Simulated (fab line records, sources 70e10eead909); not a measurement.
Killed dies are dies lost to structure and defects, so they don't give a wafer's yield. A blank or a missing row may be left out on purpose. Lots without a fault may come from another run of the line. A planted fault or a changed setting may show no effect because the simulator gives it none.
One fault seen from 2 desks | flow nand_harc | each desk has only its own numbers; what lay behind them comes last

THE METROLOGY DESK
What the gauges read, lot by lot, whatever tool the lot ran on: means of the sampled wafers that have a number. A lot is out of limits, marked OUT, if its mean lies more than 4 standard deviations from the usual mean; the brackets give that distance.
Columns: A = thk_nm at NHARC_P_M1_THK_MEAS_24, usual 157.7 nm; B = cd_nm at NHARC_P_M2_CD_MEAS_09, usual 170.1 nm; C = overlay_x_nm at NHARC_P_M2_OVL_MEAS_10, usual -0.1 nm; D = overlay_y_nm at NHARC_P_M2_OVL_MEAS_10, usual 0.1 nm
lot  | first seen here | A     | B               | C    | D
L785 | day 6 10:51     | 157.8 | 170.2           | 0.3  | 0.1
L786 | day 6 12:18     | 158.4 | 169.7           | -0.6 | 0.3
L788 | day 7 13:14     | 157.9 | 169.9           | -0.4 | -1.3
L787 | day 7 14:05     | 157.8 | 169.8           | -1.5 | 0.3
L789 | day 8 02:55     | 158.0 | 170.0           | 0.6  | 0.8
L790 | day 8 11:57     | 157.9 | 169.6           | 0.9  | 0.4
L792 | day 9 11:16     | 157.8 | 169.8           | 0.0  | -0.2
L793 | day 9 11:42     | 159.0 | 170.2           | 1.6  | 0.8
L794 | day 10 00:42    | 157.7 | 169.7           | -1.5 | 0.5
L796 | day 10 20:37    | 158.0 | 170.6           | -1.1 | 0.0
L804 | day 14 06:20    | 158.1 | 182.0 (+23) OUT | -0.1 | -0.5
L807 | day 15 15:17    | 156.6 | 182.0 (+23) OUT | -0.9 | 0.1
This desk's finding: out of limits on L804, L807; first on L804, day 14 07:52 (cd_nm at NHARC_P_M2_CD_MEAS_09). In limits: L785, L786, L788, L787, L789, L790, L792, L793, L794, L796.

THE TOOL OWNER'S DESK: litho_track-04
The tool's own readings at NHARC_P_M2_PEB_07 (peb time 65 s): means of the sampled wafers that have a number, for each lot that ran on this tool. A lot is out of limits, marked OUT, if its mean lies more than 4 standard deviations from the usual mean; the brackets give that distance.
Columns: A = heater_power_total_W at NHARC_P_M2_PEB_07, usual 156.6 W; B = plate_temp_C at NHARC_P_M2_PEB_07, usual 100.00 C
lot  | first seen here | A               | B
L786 | day 6 13:44     | 156.5           | 100.04
L788 | day 7 14:46     | 156.5           | 100.05
L787 | day 7 17:01     | 156.5           | 99.88
L804 | day 14 07:47    | 164.8 (+19) OUT | 103.78 (+29) OUT
L807 | day 15 16:56    | 164.8 (+19) OUT | 103.94 (+30) OUT
This desk's finding: out of limits on L804, L807; first on L804, day 14 07:47 (heater_power_total_W at NHARC_P_M2_PEB_07). In limits: L786, L788, L787.

PUT TOGETHER
The tool owner's desk could have raised an alarm at day 14 07:47, on L804, L807.
The metrology desk could have raised an alarm at day 14 07:52, on L804, L807.
Of the lots named, all ran NHARC_P_M2_PEB_07 on litho_track-04.

WHAT THE SIMULATOR HAD PUT IN
Process parameter drift: litho_track-04, from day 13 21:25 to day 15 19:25, at NHARC_P_M2_PEB_07. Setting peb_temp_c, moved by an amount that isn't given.
Lots struck among those shown: L804, L807.
Hours from the fault's start to each desk's first reading out of limits: the tool owner's desk, 10; the metrology desk, 10.
